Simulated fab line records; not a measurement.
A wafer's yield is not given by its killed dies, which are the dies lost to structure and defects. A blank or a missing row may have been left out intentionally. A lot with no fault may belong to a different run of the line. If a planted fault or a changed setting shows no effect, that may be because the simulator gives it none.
Struck lot and sound lot, side by side + flow nand_harc + 14 steps out of a route of 1302
Sound: wafers L708.3, L708.5, L708.6. Struck: wafer L720.5 (left out: L720.2, L720.4 of the same lot, which were not struck); the cause appears at the end.
At each step with rows: each side's tool, then ch and its chambers, then its first start. Under that, the readings that differ: sound wafers + struck wafers + difference of the means + sigmas: that difference in standard deviations of wafers without a fault.
alike: words and numbers the same on both sides, and readings whose means are apart by under 2 such deviations; not compared: readings that were withheld, readings missing a value for some wafer, numbers with overlapping values and no deviation given by the record, and bounds like >300 which may hide the same value.
The two part at a step that has a row with sigmas, a row that says differs or no value, or rows on one side only. When numbers do not overlap yet have no deviation, they are printed without sigmas and do not part them. A reading that every wafer of one side lacks parts them only if that side has two wafers or more.

first, 7 steps without rows for these wafers: NHARC_A_BLC_COAT_03 (time 65 s); NHARC_A_BLC_COAT_04 (resist thk 90 nm); NHARC_A_BLC_SOFTBAKE_05 (time 55 s); NHARC_A_BLC_EBR_06; NHARC_A_BLC_EXPOSE_07 (exposes mask A BLC, target cd 100 nm); NHARC_A_BLC_PEB_08 (peb time 65 s); NHARC_A_BLC_DEVELOP_09 (develop time 35 s).
NHARC_A_BLC_CD_MEAS_10 targets a cd of 100 nm.
  sound on cd_sem-03 ch 0, day 23 00:07; struck on cd_sem-01 ch 0, day 28 10:36
  alike: cd_nm
NHARC_A_BLC_OVL_MEAS_11:
  struck on overlay-02, day 28 10:41; sound on overlay-02, day 23 00:12
| reading           | sound          | struck | difference | sigmas |
|-------------------|----------------|--------|------------|--------|
| overlay_y_nm (nm) | -2.0 -2.3 -2.2 | 1.5    | +3.7       | +4     |
  alike: overlay_x_nm
NHARC_A_BLC_INSPECT_12:
  struck on defect_inspect-02, day 28 10:43; sound on defect_inspect-01, day 23 00:14
  alike: raw_defect_count
NHARC_A_BLC_DESCUM_15: chemistry O2, time 3 s.
  sound on rie_diel-12 ch 1,2,3, day 23 00:19; struck on rie_diel-12 ch 2, day 28 10:47
  alike: chamber_pressure_mTorr, drypump_motor_current_A, oes_product_au, rf_vpp_V, showerhead_plenum_p_Torr, throttle_valve_pct
  not compared: rf_hours_counter_h
NHARC_A_BLC_ETCH_16: etches the open film in CF4, target depth 39 nm, time 65 s.
  sound on rie_diel-12 ch 0,3, day 23 00:23; struck on rie_diel-12 ch 2, day 28 10:52
  alike: chamber_pressure_mTorr, drypump_motor_current_A, oes_product_au, rf_vpp_V, run_length_s, showerhead_plenum_p_Torr, throttle_valve_pct
  not compared: rf_hours_counter_h
NHARC_A_BLC_ETCH_17: etches the open film in N2/H2, target depth 390 nm, time 609.38 s.
  sound on rie_diel-12 ch 0,1,3, day 23 00:34; struck on rie_diel-12 ch 0, day 28 11:00
| reading               | sound             | struck | difference | sigmas      |
|-----------------------|-------------------|--------|------------|-------------|
| oes_product_au (a.u.) | 1.019 1.000 1.012 | 0.980  | -0.030     | -3          |
| run_length_s (s)      | 631.2 630.9 629.6 | 504.1  | -126.5     | -99 or more |
  alike: chamber_pressure_mTorr, drypump_motor_current_A, rf_vpp_V, showerhead_plenum_p_Torr, throttle_valve_pct
  not compared: rf_hours_counter_h
NHARC_A_BLC_ETCH_18: etches the open film in C4F8/O2/Ar, target depth 910 nm.
  sound on rie_diel-12 ch 0,1; struck on rie_diel-12 ch 2
  alike: chamber_pressure_mTorr, oes_product_au, rf_vpp_V
  not compared: rf_hours_counter_h

## WHERE THEY PART
Earliest at NHARC_A_BLC_OVL_MEAS_11; latest, in this record, at NHARC_A_BLC_ETCH_17. Later steps at which nothing parts them and some readings are alike: NHARC_A_BLC_ETCH_18.

WHY: what had been put in by the simulator
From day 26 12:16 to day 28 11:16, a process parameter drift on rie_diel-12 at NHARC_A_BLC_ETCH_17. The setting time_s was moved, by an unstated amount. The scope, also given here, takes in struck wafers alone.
